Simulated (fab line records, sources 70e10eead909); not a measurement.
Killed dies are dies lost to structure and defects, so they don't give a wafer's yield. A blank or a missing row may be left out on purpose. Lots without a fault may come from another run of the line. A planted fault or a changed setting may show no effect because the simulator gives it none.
fab line records | flow nand_harc
record lots=6 wafers=18 last_day=32
route steps=1302 shown P_STI@78
lots that met no fault: from a run of the same line without faults
start_h: hours from the record's first day to the start of the lot's first wafer shown | wait_h: hours since the lot's step before | " the same as in the row above | L1.1+2: a row that stands for several wafers | - no value, or no start given | * or withheld: withheld | < > ~ a bound
route shown NAME@n: a module of which the file shows steps, and the number in the route of the first | usual: mean/standard deviation of fault-free wafers | same: alike in all rows | chamber/n: place in a boat | sites: the reading at each site | _std_site: their standard deviation | _edge_site: outer sites' mean less inner sites' | radius_mm: how far each site lies from the wafer's centre | mask NAME#n: copy n | behind: the tool/chamber that last shaped the wafer | hold: why the lot was held/for how many hours/how that ended | device: the transistor (n, p or np) that didn't switch | end of line: the same wafers' tests at the end of the route | a step without rows: its recipe alone | killed: dies lost to structure and defects at the first sort, not the wafer's yield | map: a wafer's dies, x killed, . not, _ none there
set.NAME: the setting as run; set.NAME@STEP: as run at that earlier step | model.NAME: the simulator's own value behind a step, which no gauge read
lots at some steps of the route; a table a step, a row a wafer
services: from which hour (start_h, from the record's first day; less than 0 if before it) a tool's chamber was out of use, for how many hours, and why
## steps
# step NHARC_P_STI_SOFTBAKE_04
# recipe temp_c=125 time_s=70
# step NHARC_P_STI_EBR_05
# step NHARC_P_STI_EXPOSE_06
# recipe na=0.55 target_cd_nm=200 dose_mj=37.69 mask_id=P_STI
# step NHARC_P_STI_PEB_07
# recipe peb_temp_c=128 peb_time_s=80
# step NHARC_P_STI_DEVELOP_08
# recipe time_s=50 dev_temp_c=22
# step NHARC_P_STI_CD_MEAS_09
# recipe target_cd_nm=200 landing_energy_ev=500
# usual cd_nm=200.2/2.9
# columns lot.wafer tool chamber start_h wait_h cd_nm
L676.1 cd_sem-01 0 50.93 - 203.8
L676.3 " 0 " " 203.7
L676.6 " 0 " " 202.4
L677.1 cd_sem-02 0 56.06 - 202.7
L677.4 " 0 " " 202.7
L677.5 " 0 " " 200.5
L691.1 cd_sem-01 0 195.01 - 202.3
L691.5 " 0 " " 197.2
L691.6 " 0 " " 198.9
L692.3 cd_sem-02 0 206.80 - 196.5
L692.4 " 0 " " 201.3
L692.5 " 0 " " 202.1
L696.2 cd_sem-01 0 244.95 - 200.1
L696.5 " 0 " " 202.1
L696.6 " 0 " " 201.1
L697.1 cd_sem-03 0 253.01 - 198.3
L697.2 " 0 " " 195.3
L697.3 " 0 " " 195.6
# step NHARC_P_STI_OVL_MEAS_10
# usual overlay_x_nm=1/5.1 overlay_y_nm=0/4.4
# columns lot.wafer tool chamber start_h wait_h overlay_x_nm overlay_y_nm
L676.1 overlay-02 - 51.02 - 2 1
L676.3 " - " " 2 2
L676.6 " - " " 3 1
L677.1 overlay-01 - 56.15 - 3 -2
L677.4 " - " " 3 -2
L677.5 " - " " 2 -2
L691.1 overlay-02 - 195.10 - 10 -2
L691.5 " - " " 11 -2
L691.6 " - " " 10 -2
L692.3 overlay-01 - 206.89 - -9 -1
L692.4 " - " " -9 -1
L692.5 " - " " -10 -1
L696.2 overlay-02 - 245.03 - 1 -7
L696.5 " - " " 1 -7
L696.6 " - " " 1 -7
L697.1 overlay-02 - 253.10 - 1 4
L697.2 " - " " 2 4
L697.3 " - " " 1 4
# step NHARC_P_STI_INSPECT_11
# usual raw_defect_count=5.4/2.8
# columns lot.wafer tool chamber start_h wait_h raw_defect_count
L676.1 defect_inspect-01 - 51.06 0.0 8
L676.3 " - " " 13
L676.6 " - " " 5
L677.1 defect_inspect-01 - 56.19 0.0 1
L677.4 " - " " 5
L677.5 " - " " 1
L691.1 defect_inspect-02 - 195.14 0.0 1
L691.5 " - " " 8
L691.6 " - " " 6
L692.3 defect_inspect-02 - 206.92 0.0 7
L692.4 " - " " 1
L692.5 " - " " 2
L696.2 defect_inspect-01 - 245.07 0.0 5
L696.5 " - " " 3
L696.6 " - " " 5
L697.1 defect_inspect-01 - 253.13 0.0 9
L697.2 " - " " 11
L697.3 " - " " 7
# step NHARC_P_STI_HARDBAKE_13
# recipe temp_c=118 time_s=65
# step NHARC_P_STI_DESCUM_14
# recipe time_s=3 o2_flow_sccm=200 ar_flow_sccm=0 bias_power_w=0 chemistry=O2
# usual drypump_motor_current_A=5.7/0.4 oes_product_au=1.001/0.011 rf_vpp_V=57.6/0.92 showerhead_plenum_p_Torr=1.90/0.092 throttle_valve_pct=11.311/0.0083
# same bias_power_w=0
# columns lot.wafer tool chamber start_h wait_h drypump_motor_current_A oes_product_au rf_hours_counter_h rf_vpp_V showerhead_plenum_p_Torr throttle_valve_pct
L676.1 rie_diel-03 1 51.19 - 5.0 1.017 7 58.4 1.87 11.310
L676.3 " 0 " " 5.9 0.996 7 57.8 2.00 11.311
L676.6 " 1 " " 5.0 1.009 - 58.3 1.87 11.304
L677.4 rie_diel-03 0 56.33 - 5.9 1.003 7 57.6 2.00 11.315
L677.1 " 2 " " 5.2 1.008 6 59.5 2.04 11.312
L677.5 " 3 " " 5.4 1.010 - 57.1 1.99 11.299
L691.1 rie_diel-03 0 195.27 - 5.9 0.994 7 58.0 2.00 11.315
L691.6 " 0 " " 5.9 1.001 - 58.2 2.00 11.298
L691.5 " 2 " " 5.2 0.995 - 58.1 2.04 11.296
L692.3 rie_diel-08 3 207.07 - 5.9 1.013 0 55.9 1.79 11.319
L692.4 " 1 " " 6.0 1.016 0 55.0 1.78 11.307
L692.5 " 3 " " 5.9 0.990 - 57.5 1.79 11.304
L696.2 rie_diel-06 3 245.21 - 5.9 1.008 6 58.2 1.89 11.298
L696.5 " 3 " " 5.9 0.999 - 59.1 1.89 11.327
L696.6 " 0 " " 5.9 1.015 - 59.8 1.95 11.313
L697.2 rie_diel-08 3 253.27 - 5.9 0.989 2 57.3 1.79 11.311
L697.3 " 0 " " 6.0 0.989 2 57.2 1.79 11.303
L697.1 " 2 " " 5.4 0.988 3 58.9 1.93 11.318
# step NHARC_P_STI_ETCH_42
# recipe target_depth_a=800 overetch_a=240 time_s=61 ion_energy_ev=200 n2_flow_sccm=150 h2_flow_sccm=150 ar_flow_sccm=0 rf_w=400 bias_w=150 chemistry=N2/H2
# usual bias_w=150.0/0.43 chamber_pressure_mTorr=30.003/0.025 drypump_motor_current_A=5.8/0.43 oes_product_au=1.001/0.0096 rf_vpp_V=430.0/3 showerhead_plenum_p_Torr=2.02/0.1 throttle_valve_pct=14.171/0.0093
# columns lot.wafer tool chamber start_h wait_h bias_w chamber_pressure_mTorr drypump_motor_current_A oes_product_au rf_hours_counter_h rf_vpp_V showerhead_plenum_p_Torr throttle_valve_pct
L676.1 rie_diel-03 2 51.29 0.1 149.8 30.041 5.2 0.990 6 434.6 2.18 14.179
L676.3 " 3 " " 151.2 30.001 5.4 0.993 6 433.6 2.12 14.141
L676.6 " 2 " " 150.3 30.004 5.2 0.995 - 435.2 2.18 14.165
L677.1 rie_diel-03 0 56.41 0.1 149.6 30.019 5.9 1.002 7 435.3 2.14 14.177
L677.4 " 1 " " 149.8 30.034 5.0 1.017 7 429.7 1.99 14.174
L677.5 " 0 " " 149.4 30.046 5.9 1.000 - 432.7 2.14 14.157
L691.1 rie_diel-03 2 195.38 0.1 150.4 29.998 5.2 0.996 7 433.7 2.17 14.178
L691.6 " 2 " " 150.6 30.009 5.1 0.997 - 434.3 2.17 14.181
L691.5 " 3 " " 150.6 29.996 5.4 0.999 - 432.9 2.12 14.179
L692.4 rie_diel-08 1 207.15 0.1 149.9 30.003 6.2 1.012 0 425.8 1.89 14.175
L692.3 " 3 " " 149.7 30.080 5.9 1.006 0 426.8 1.91 14.172
L692.5 " 1 " " 150.3 30.035 6.1 1.015 - 426.7 1.89 14.165
L696.2 rie_diel-06 0 245.31 0.1 149.9 29.973 5.9 1.012 10 432.0 2.08 14.164
L696.6 " 1 " " 149.3 30.022 5.6 1.004 - 431.9 2.14 14.171
L696.5 " 2 " " 149.4 30.016 6.7 0.990 - 427.9 1.94 14.177
L697.3 rie_diel-08 0 253.35 0.1 149.7 29.997 6.0 0.995 2 427.0 1.90 14.158
L697.1 " 1 " " 150.0 30.005 6.1 1.005 3 427.1 1.89 14.171
L697.2 " 2 " " 150.3 29.984 5.4 0.985 3 431.8 2.06 14.163
# step NHARC_P_STI_ETCH_31
# recipe target_depth_a=1089 time_s=54.5 cf4_flow_sccm=100 chf3_flow_sccm=30 ar_flow_sccm=0 rf_w=500 bias_w=200 chemistry=CF4/CHF3
# usual bias_w=199.9/0.61 cf4_flow_sccm=100.04/0.28 drypump_motor_current_A=5.7/0.41 oes_product_au=0.963/0.014 rf_vpp_V=370.3/2.6 showerhead_plenum_p_Torr=1.56/0.072 throttle_valve_pct=16.801/0.0084
# columns lot.wafer tool chamber start_h wait_h bias_w cf4_flow_sccm drypump_motor_current_A oes_product_au rf_hours_counter_h rf_vpp_V showerhead_plenum_p_Torr throttle_valve_pct
L676.1 rie_diel-03 3 - - 199.9 100.37 5.4 0.975 6 371.9 1.63 16.801
L676.3 " 2 " " 198.8 100.19 5.2 0.959 6 373.2 1.67 16.795
L676.6 " 0 " " 199.3 100.41 5.9 0.975 - 373.4 1.64 16.803
L677.1 rie_diel-03 3 - - 199.5 99.42 5.5 0.963 6 373.3 1.63 16.798
L677.4 " 0 " " 199.6 100.25 5.9 0.966 7 372.1 1.64 16.808
L677.5 " 0 " " 200.4 99.97 5.9 0.966 - 372.4 1.64 16.779
L691.1 rie_diel-03 2 - - 198.8 99.88 5.1 0.953 7 374.4 1.67 16.799
L691.6 " 2 " " 199.7 100.01 5.1 0.963 - 371.9 1.67 16.820
L691.5 " 0 " " 199.5 100.22 5.9 0.955 - 374.1 1.64 16.807
L692.3 rie_diel-08 0 - - 200.4 99.96 5.9 0.970 0 366.9 1.48 16.813
L692.4 " 1 " " 199.5 99.57 6.1 0.981 0 366.7 1.47 16.803
L692.5 " 0 " " 199.3 100.45 6.0 0.975 - 367.6 1.48 16.804
L696.2 rie_diel-06 1 - - 201.5 99.83 5.7 0.976 10 373.0 1.64 16.804
L696.6 " 2 " " 200.2 100.67 6.7 0.946 - 368.8 1.51 16.781
L696.5 " 3 " " 200.5 100.48 5.9 0.943 - 369.1 1.56 16.798
L697.2 rie_diel-08 2 - - 199.7 100.14 5.4 0.953 3 370.9 1.58 16.809
L697.3 " 3 " " 200.0 100.21 5.9 0.962 2 366.8 1.48 16.800
L697.1 " 0 " " 200.0 100.46 6.0 0.958 2 367.6 1.48 16.809
# step NHARC_P_STI_ETCH_15
# recipe target_depth_a=3000 taper_deg=4 time_s=100.1 hbr_flow_sccm=150 cl2_flow_sccm=50 rf_w=400 icp_w=400 bias_w=100 chemistry=HBr/Cl2
# usual bias_w=100.01/0.29 chamber_pressure_mTorr=15.002/0.014 drypump_motor_current_A=5.7/0.49 oes_product_au=0.999/0.016 throttle_valve_pct=26.406/0.0085
# columns lot.wafer tool chamber start_h wait_h bias_w chamber_pressure_mTorr drypump_motor_current_A oes_product_au rf_hours_counter_h throttle_valve_pct
L676.3 rie_si-01 2 51.47 - 99.52 15.002 5.1 0.981 0.2 26.400
L676.1 " 1 " " 100.68 15.002 5.5 0.972 0.2 26.395
L676.6 " 2 " " 99.85 14.998 5.1 0.980 - 26.404
L677.1 rie_si-05 3 56.63 - 100.59 15.011 5.7 0.999 0.7 26.422
L677.4 " 0 " " 100.42 15.007 5.7 0.994 0.7 26.420
L677.5 " 1 " " 100.08 15.012 5.9 1.017 - 26.414
L691.1 rie_si-02 3 195.62 - - - - - - -
L691.5 " 1 " " - - - - - -
L691.6 " 2 " " - - - - - -
L692.4 rie_si-05 1 207.36 - - - - - - -
L692.3 " 3 " " - - - - - -
L692.5 " 0 " " - - - - - -
L696.2 rie_si-01 0 245.53 - 100.35 15.011 4.8 1.013 0.3 26.402
L696.6 " 1 " " 100.15 15.005 5.5 1.007 - 26.394
L696.5 " 2 " " 100.06 15.010 5.1 0.986 - 26.404
L697.2 rie_si-02 0 253.56 - 100.47 15.021 6.4 1.001 0.9 26.405
L697.3 " 1 " " 100.13 15.006 5.8 0.992 1.0 26.410
L697.1 " 2 " " 99.71 14.986 6.3 1.007 1.0 26.412
# step NHARC_P_STI_CD_MEAS_16
# usual cd_nm=200/3.1
# columns lot.wafer tool chamber start_h wait_h cd_nm
L676.1 cd_sem-02 - 51.63 - 205
L676.3 " - " " 204
L676.6 " - " " 205
L677.1 cd_sem-03 - 56.76 - 202
L677.4 " - " " 200
L677.5 " - " " 201
L691.1 cd_sem-01 - 195.75 - 204
L691.5 " - " " 198
L691.6 " - " " 199
L692.3 cd_sem-03 - 207.51 - 196
L692.4 " - " " 199
L692.5 " - " " 200
L696.2 cd_sem-02 - 245.64 - 200
L696.5 " - " " 201
L696.6 " - " " 200
L697.1 cd_sem-03 - 253.71 - 199
L697.2 " - " " 197
L697.3 " - " " 197
# step NHARC_P_STI_OCD_MEAS_17
# usual trench_depth_nm=300/7.4 trench_foot_cd_nm=158/3.1
# columns lot.wafer tool chamber start_h wait_h trench_depth_nm trench_foot_cd_nm
L676.1 ocd-01 - 51.72 0.1 288 164
L676.3 " - " " 291 163
L676.6 " - " " 289 162
L677.1 ocd-01 - 56.85 0.1 297 161
L677.4 " - " " 294 161
L677.5 " - " " 306 158
L691.1 ocd-02 - 195.83 0.1 0 -
L691.5 " - " " 0 -
L691.6 " - " " 0 -
L692.3 ocd-01 - 207.59 0.1 0 -
L692.4 " - " " 0 -
L692.5 " - " " 0 -
L696.2 ocd-01 - 245.73 0.1 309 157
L696.5 " - " " 296 161
L696.6 " - " " 306 158
L697.1 ocd-01 - 253.80 0.1 305 156
L697.2 " - " " 302 152
L697.3 " - " " 295 153
# step NHARC_P_STI_STRIP_19
# recipe time_s=900 temp_c=130 chemistry=SPM
# step NHARC_P_STI_PRECLEAN_32
# recipe time_s=* temp_c=50 bath_age_min=0 chemistry=SC1
# step NHARC_P_STI_SRD_23
# step NHARC_P_STI_OCD_MEAS_43
# usual trench_depth_nm=300/7.4 trench_foot_cd_nm=158/3.1
# columns lot.wafer tool chamber start_h wait_h trench_depth_nm trench_foot_cd_nm
L676.1 ocd-02 - 52.23 - 287 164
L676.3 " - " " 291 162
L676.6 " - " " 289 162
L677.1 ocd-02 - 57.36 - 297 162
L677.4 " - " " 294 162
L677.5 " - " " 306 158
L691.1 ocd-01 - 196.34 - 0 -
L691.5 " - " " 1 -
L691.6 " - " " 0 -
L692.3 ocd-02 - 208.10 - 0 -
L692.4 " - " " 0 -
L692.5 " - " " 0 -
L696.2 ocd-02 - 246.24 - 309 157
L696.5 " - " " 295 161
L696.6 " - " " 305 158
L697.1 ocd-02 - 254.30 - 305 156
L697.2 " - " " 302 153
L697.3 " - " " 296 154
# step NHARC_P_STI_OXIDE_33
# recipe target_thk_a=100 temp_c=1000 ox_time_s=281 material=SiO2
## services
# columns tool chamber start_h hours kind
rie_diel-06 3 30.63 2.5 repair
rie_si-02 2 41.45 3.2 repair
rie_diel-08 3 51.07 4.8 repair
rie_si-01 1 51.58 16.9 repair
rie_diel-06 3 60.32 15.5 repair
rie_diel-08 2 79.08 4.9 repair
rie_diel-03 3 81.39 5.2 repair
rie_si-05 0 95.03 30.4 repair
rie_si-02 - 100.00 9.0 pm
rie_diel-03 - 104.30 9.0 pm
rie_si-05 3 117.63 6.6 repair
rie_si-02 2 121.96 4.8 repair
rie_si-05 - 128.00 9.0 pm
rie_si-02 2 128.43 8.7 repair
rie_diel-06 - 130.20 9.0 pm
rie_diel-03 2 133.84 2.6 repair
rie_diel-06 2 150.80 9.8 repair
rie_diel-06 3 158.73 35.5 repair
rie_diel-06 2 177.92 1.8 repair
rie_diel-08 - 190.86 9.0 pm
rie_diel-03 3 191.86 1.6 repair
rie_diel-03 1 194.16 2.6 repair
rie_diel-08 2 237.88 5.5 repair
rie_diel-03 - 243.59 0.1 repair
## key
first_sign step=NHARC_P_STI_ETCH_15 reading=tool_record direction=missing
effect step=NHARC_P_STI_OCD_MEAS_17 reading=trench_depth_nm direction=down sigmas=41 usual=300 struck=0
effect step=NHARC_P_STI_OCD_MEAS_43 reading=trench_depth_nm direction=down sigmas=41 usual=300 struck=0
met_at NHARC_P_STI_ETCH_15
struck_wafers L691.1,L691.5,L691.6,L692.3,L692.4,L692.5
later_rows_left_out L691.1,L691.5,L691.6,L692.3,L692.4,L692.5
sort_left_out L691.1,L691.5,L691.6,L692.3,L692.4,L692.5
tester_left_out L691,L692
onset_between 56.63 195.62
fault kind=skipped_step_whole tool=rie_si-02,rie_si-05 chamber=- onset_h=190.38 steps=NHARC_P_STI_ETCH_15 scope=struck_lots_only
# tester_left_out: of these lots the tester's yield and bins aren't shown, on N5 and GAA mostly nor the transistor test; their killed dies are dies lost to structure and defects alone, not to doping, threshold or leakage, so they don't give the yield
# sort_left_out: the simulated sort isn't trusted on such a fault, so these wafers' sort isn't shown, and their yield isn't known
# later_rows_left_out: the simulator's readings of these wafers behind a module that went badly wrong aren't trusted and aren't shown, but for the sort
